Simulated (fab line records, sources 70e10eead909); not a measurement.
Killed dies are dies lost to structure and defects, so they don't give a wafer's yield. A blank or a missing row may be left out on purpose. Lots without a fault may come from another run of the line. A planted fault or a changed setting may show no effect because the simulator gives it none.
Which tool did it? | flow nand_harc | 12 lots, 36 wafers sampled, at 5 steps of a route of 1159

WHAT THE GAUGES READ, wafer by wafer
NHARC_END_SORT_01. Usual: defect_limited_yield 94.9 %, standard deviation 1.7; killed_at_array 31, standard deviation 12; killed_at_other 0.6, standard deviation 0.85; killed_at_periphery 3.0, standard deviation 2.3; killed_dies 35, standard deviation 12; killed_open 3.2, standard deviation 1.9; killed_short 1.8, standard deviation 1.4; sort_bin_2_pct 1.6 %, standard deviation 0.7; sort_bin_3_pct 0.28 %, standard deviation 0.22; sort_bin_4_pct 3.3 %, standard deviation 1.2; sort_n_pass 642, standard deviation 12; sort_rim_yield_pct 97.7 %, standard deviation 1.5; sort_yield_pct 94.9 %, standard deviation 1.7.
lot  | measured     | on        | defect_limited_yield (%) | killed_at_array | killed_at_other | killed_at_periphery | killed_dies | killed_open | killed_short | sort_bin_2_pct (%) | sort_bin_3_pct (%) | sort_bin_4_pct (%) | sort_n_pass | sort_rim_yield_pct (%) | sort_yield_pct (%) | flag
L283 | day 20 06:02 | prober-01 | 94.5 95.3 92.8           | 35 29 48        | 0 0 0           | 2 3 1               | 37 32 49    | 2 4 3       | 0 2 2        | 1.9 1.3 2.2        | 0.59 0.15 0.30     | 3.0 3.2 4.7        | 640 645 628 | 99.1 95.3 99.1         | 94.5 95.3 92.8     |
L285 | day 19 21:23 | prober-02 | 93.9 95.4 95.4           | 39 30 30        | 0 0 0           | 2 1 1               | 41 31 31    | 3 3 1       | 3 1 3        | 1.8 1.3 1.0        | 0.30 0.44 0        | 4.0 2.8 3.5        | 636 646 646 | 96.2 100.0 98.1        | 93.9 95.4 95.4     |
L286 | day 19 13:35 | prober-01 | 97.6 97.3 98.5           | 11 16 7         | 0 0 0           | 5 2 3               | 16 18 10    | 3 3 1       | 2 2 4        | 0.4 1.0 0.3        | 0.30 0.15 0        | 1.6 1.5 1.2        | 661 659 667 | 97.2 98.1 99.1         | 97.6 97.3 98.5     |
L288 | day 21 20:56 | prober-02 | 94.1 94.2 93.9           | 40 34 39        | 0 1 1           | 0 4 1               | 40 39 41    | 0 7 2       | 2 2 2        | 2.1 2.2 2.1        | 0.15 0.44 0.15     | 3.7 3.1 3.8        | 637 638 636 | 98.1 99.1 97.2         | 94.1 94.2 93.9     |
L291 | day 22 04:41 | prober-01 | 93.1 94.5 95.3           | 45 33 31        | 1 2 1           | 1 2 0               | 47 37 32    | 4 3 1       | 2 1 0        | 1.5 1.5 2.2        | 0.30 0.89 0.44     | 5.2 3.1 2.1        | 630 640 645 | 98.1 98.1 100.0        | 93.1 94.5 95.3     |
L292 | day 22 13:14 | prober-02 | 91.4 92.2 93.1           | 55 48 42        | 0 0 0           | 3 5 5               | 58 53 47    | 4 3 4       | 3 1 4        | 1.9 1.6 2.4        | 0.74 0.89 0.44     | 5.9 5.3 4.1        | 619 624 630 | 98.1 93.4 100.0        | 91.4 92.2 93.1     |
L296 | day 23 07:27 | prober-01 | 0 0 0                    | 34 29 38        | 0 1 4           | 643 647 635         | 677 677 677 | 1 5 2       | 2 2 0        | 96.3 96.5 96.6     | 0.89 0.15 0.44     | 2.8 3.4 3.0        | 0 0 0       | 0 0 0                  | 0 0 0              | OFF
L295 | day 23 15:14 | prober-01 | 0 0 0                    | 32 32 32        | 0 0 0           | 645 645 645         | 677 677 677 | 5 2 3       | 1 0 1        | 96.3 96.9 96.2     | 0.59 0.15 0.59     | 3.1 3.0 3.2        | 0 0 0       | 0 0 0                  | 0 0 0              | OFF
L298 | day 23 05:47 | prober-02 | 94.1 93.5 93.6           | 35 42 38        | 1 0 1           | 4 2 4               | 40 44 43    | 4 1 2       | 2 2 2        | 1.8 1.5 1.6        | 0.44 0.30 0.59     | 3.7 4.7 4.1        | 637 633 634 | 98.1 99.1 96.2         | 94.1 93.5 93.6     |
L302 | day 24 07:20 | prober-01 | 91.6 90.4 92.8           | 53 64 48        | 0 0 0           | 4 1 1               | 57 65 49    | 3 1 2       | 4 1 1        | 2.7 3.2 2.1        | 0.15 0.74 0.30     | 5.6 5.6 4.9        | 620 612 628 | 96.2 98.1 94.3         | 91.6 90.4 92.8     |
L303 | day 25 07:42 | prober-01 | 92.9 94.2 94.7           | 41 31 31        | 3 2 1           | 4 6 4               | 48 39 36    | 4 5 4       | 1 0 0        | 2.5 2.5 1.8        | 0.89 0.30 0.44     | 3.7 3.0 3.1        | 629 638 641 | 99.1 98.1 100.0        | 92.9 94.2 94.7     |
L304 | day 24 23:37 | prober-02 | 95.9 96.8 96.3           | 26 22 20        | 0 0 2           | 2 0 3               | 28 22 25    | 5 1 7       | 0 2 2        | 1.5 0.4 0.9        | 0 0.15 0.44        | 2.7 2.7 2.4        | 649 655 652 | 96.2 97.2 97.2         | 95.9 96.8 96.3     |

WHICH TOOL RAN EACH LOT (tool, then ch and the chambers of the sampled wafers, then the start)
lot  | NHARC_P_M0_ETCH_15                           | NHARC_P_M0_DEGAS_28          | NHARC_P_M0_DEP_32               | NHARC_P_M1_DEP_00
L283 | rie_diel-07 ch 0,2,3, day 6 16:04 or earlier | pvd_sputter-02, day 6 16:04  | pecvd-03 ch 0,1,2, day 6 17:46  | pecvd-02 ch 0,1, day 6 18:14
L285 | rie_diel-07 ch 0,1,3, day 7 00:51 or earlier | pvd_sputter-01, day 7 00:51  | pecvd-01 ch 0,2, day 7 02:40    | pecvd-02 ch 0,2, day 7 03:05
L286 | rie_diel-07 ch 0,2,3, day 7 00:58 or earlier | pvd_sputter-02, day 7 00:58  | pecvd-03 ch 0,1,2, day 7 02:54  | pecvd-03 ch 0,1,2, day 7 03:17
L288 | rie_diel-11 ch 0,1, day 7 22:38 or earlier   | pvd_sputter-02, day 7 22:38  | pecvd-02 ch 1,2, day 8 00:25    | pecvd-03 ch 0,2, day 8 00:48
L291 | rie_diel-11 ch 0,1,3, day 8 15:38 or earlier | pvd_sputter-01, day 8 15:38  | pecvd-01 ch 1,2, day 8 18:09    | pecvd-02 ch 1,2, day 8 18:38
L292 | rie_diel-07 ch 0,3, day 9 00:29 or earlier   | pvd_sputter-03, day 9 00:29  | pecvd-03 ch 1,2, day 9 02:15    | pecvd-02 ch 0,1,2, day 9 02:40
L296 | rie_diel-11 ch 1,2,3, day 9 13:04 or earlier | pvd_sputter-02, day 9 13:04  | pecvd-03 ch 1,2, day 9 15:13    | pecvd-02 ch 0,1,2, day 9 15:38
L295 | rie_diel-07 ch 2,3, day 9 13:36 or earlier   | pvd_sputter-01, day 9 13:36  | pecvd-01 ch 1,2, day 9 15:17    | pecvd-01 ch 0,1,2, day 9 15:44
L298 | rie_diel-11 ch 1,2, day 9 22:32 or earlier   | pvd_sputter-01, day 9 22:32  | pecvd-01 ch 0,1,2, day 10 00:22 | pecvd-03 ch 0,1,2, day 10 00:47
L302 | rie_diel-11 ch 2,3, day 10 20:31 or earlier  | pvd_sputter-03, day 10 20:31 | pecvd-02 ch 0,1, day 10 22:15   | pecvd-03 ch 0,1,2, day 10 22:53
L303 | rie_diel-11 ch 0,1, day 11 06:17 or earlier  | pvd_sputter-02, day 11 06:17 | pecvd-03 ch 0,1,2, day 11 08:09 | pecvd-02 ch 0,1, day 11 08:42
L304 | rie_diel-11 ch 0,3, day 11 06:55 or earlier  | pvd_sputter-02, day 11 06:55 | pecvd-03 ch 0,1, day 11 08:47   | pecvd-02 ch 0,1, day 11 09:23
- NHARC_P_M0_ETCH_15: etches the open film in C4F8/Ar, target depth 150 nm, overetch 15 nm, time 82.5 s.
- NHARC_P_M0_DEGAS_28: time 60 s.
- NHARC_P_M0_DEP_32: deposits SiCN, target thk 30 nm.
- NHARC_P_M1_DEP_00: deposits SiOC, target thk 182.5 nm.

WHAT THE TOOLS THEMSELVES READ (means of the sampled wafers that have a number; where no wafer has one, the mark that the record gives instead)
NHARC_P_M0_ETCH_15. Usual: oes_product_au 0.954 a.u., standard deviation 0.019; rf_vpp_V 439.6 V, standard deviation 2.6.
lot  | tool        | oes_product_au (a.u.) | rf_vpp_V (V) | flag
L283 | rie_diel-07 | 0.944                 | 441.2        |
L285 | rie_diel-07 | 0.944                 | 440.7        |
L286 | rie_diel-07 | 0.942                 | 440.7        |
L288 | rie_diel-11 | 0.965                 | 439.1        |
L291 | rie_diel-11 | 0.974                 | 438.2        |
L292 | rie_diel-07 | 0.965                 | 440.9        |
L296 | rie_diel-11 | 0.961                 | 438.8        |
L295 | rie_diel-07 | 0.935                 | 441.6        |
L298 | rie_diel-11 | 0.977                 | 438.2        |
L302 | rie_diel-11 | 0.970                 | 436.7        |
L303 | rie_diel-11 | 0.965                 | 439.4        |
L304 | rie_diel-11 | 0.969                 | 438.1        |

NHARC_P_M0_DEGAS_28. Usual: heater_power_w 342 W, standard deviation 38; susceptor_temp_C 250.00 C, standard deviation 0.16.
lot  | tool           | heater_power_w (W) | susceptor_temp_C (C) | flag
L283 | pvd_sputter-02 | 360                | 249.95               |
L285 | pvd_sputter-01 | 300                | 250.06               |
L286 | pvd_sputter-02 | 381                | 249.84               |
L288 | pvd_sputter-02 | 358                | 249.87               |
L291 | pvd_sputter-01 | 301                | -                    | OFF
L292 | pvd_sputter-03 | 316                | 250.01               |
L296 | pvd_sputter-02 | 356                | 250.16               |
L295 | pvd_sputter-01 | 314                | -                    | OFF
L298 | pvd_sputter-01 | 316                | 249.97               |
L302 | pvd_sputter-03 | 308                | 249.98               |
L303 | pvd_sputter-02 | 378                | 250.06               |
L304 | pvd_sputter-02 | 382                | 250.15               |

NHARC_P_M0_DEP_32. Usual: chamber_pressure_Torr 3.000 Torr, standard deviation 0.0069; heater_power_outer_w 360 W, standard deviation 63; heater_power_w 612 W, standard deviation 78; susceptor_temp_C 370.00 C, standard deviation 0.23.
lot  | tool     | chamber_pressure_Torr (Torr) | heater_power_outer_w (W) | heater_power_w (W) | susceptor_temp_C (C) | flag
L283 | pecvd-03 | 3.000                        | 386                      | 636                | 370.10               |
L285 | pecvd-01 | 2.997                        | 373                      | 657                | 370.17               |
L286 | pecvd-03 | 3.000                        | 343                      | 591                | 370.21               |
L288 | pecvd-02 | 3.001                        | 342                      | 579                | 369.95               |
L291 | pecvd-01 | 3.007                        | 376                      | 610                | 369.97               |
L292 | pecvd-03 | 3.003                        | 468                      | 743                | 370.09               |
L296 | pecvd-03 | 2.988                        | 388                      | 652                | 369.82               |
L295 | pecvd-01 | 2.995                        | 369                      | 632                | 370.03               |
L298 | pecvd-01 | 3.002                        | 327                      | 584                | 369.81               |
L302 | pecvd-02 | 2.997                        | 332                      | 570                | 370.03               |
L303 | pecvd-03 | 3.003                        | 378                      | 634                | 369.96               |
L304 | pecvd-03 | 2.996                        | 283                      | 517                | 369.84               |

NHARC_P_M1_DEP_00. Usual: chamber_pressure_Torr 5.000 Torr, standard deviation 0.01; rf_fwd_power_W 598.8 W, standard deviation 1.7.
lot  | tool     | chamber_pressure_Torr (Torr) | rf_fwd_power_W (W) | flag
L283 | pecvd-02 | 4.998                        | 599.0              |
L285 | pecvd-02 | 5.002                        | 598.0              |
L286 | pecvd-03 | 4.992                        | 599.7              |
L288 | pecvd-03 | 5.016                        | 599.7              |
L291 | pecvd-02 | 4.999                        | 599.9              |
L292 | pecvd-02 | 5.004                        | 597.5              |
L296 | pecvd-02 | -                            | -                  | OFF
L295 | pecvd-01 | -                            | -                  | OFF
L298 | pecvd-03 | 4.999                        | 599.8              |
L302 | pecvd-03 | 5.004                        | 598.0              |
L303 | pecvd-02 | 5.001                        | 597.2              |
L304 | pecvd-02 | 4.998                        | 599.0              |

THE ANSWER, worked out from the rows above alone
Rule: a lot is off if the mean of its wafers that have a number lies more than 3 standard deviations from the usual mean. A lot without any number at a reading at which 4 lots or more have one is off too. The other lots that the step has rows for count as sound. The gauges are gone through in route order, then the tools' own readings, and for those a lot's mean is taken as printed above. The first step at which some lot is off is used, and at that step the reading that is off furthest; a lot without a number counts as furthest.
Off: L296, L295, at NHARC_END_SORT_01 (killed_at_periphery).
A tool fits if, at a process step before that reading, it ran every lot that is off, and no sound lot after the first of them. The gauges at NHARC_END_SORT_01 aren't tried: what is off there is off at NHARC_P_M1_DEP_00 too, on other tools, and a gauge's error can't cause that. NHARC_P_M0_ETCH_15 gives no start for some lots, so the hours and the order of its lots are those of NHARC_P_M0_DEGAS_28. None of those tried fits.

WHAT THE SIMULATOR HAD PUT IN
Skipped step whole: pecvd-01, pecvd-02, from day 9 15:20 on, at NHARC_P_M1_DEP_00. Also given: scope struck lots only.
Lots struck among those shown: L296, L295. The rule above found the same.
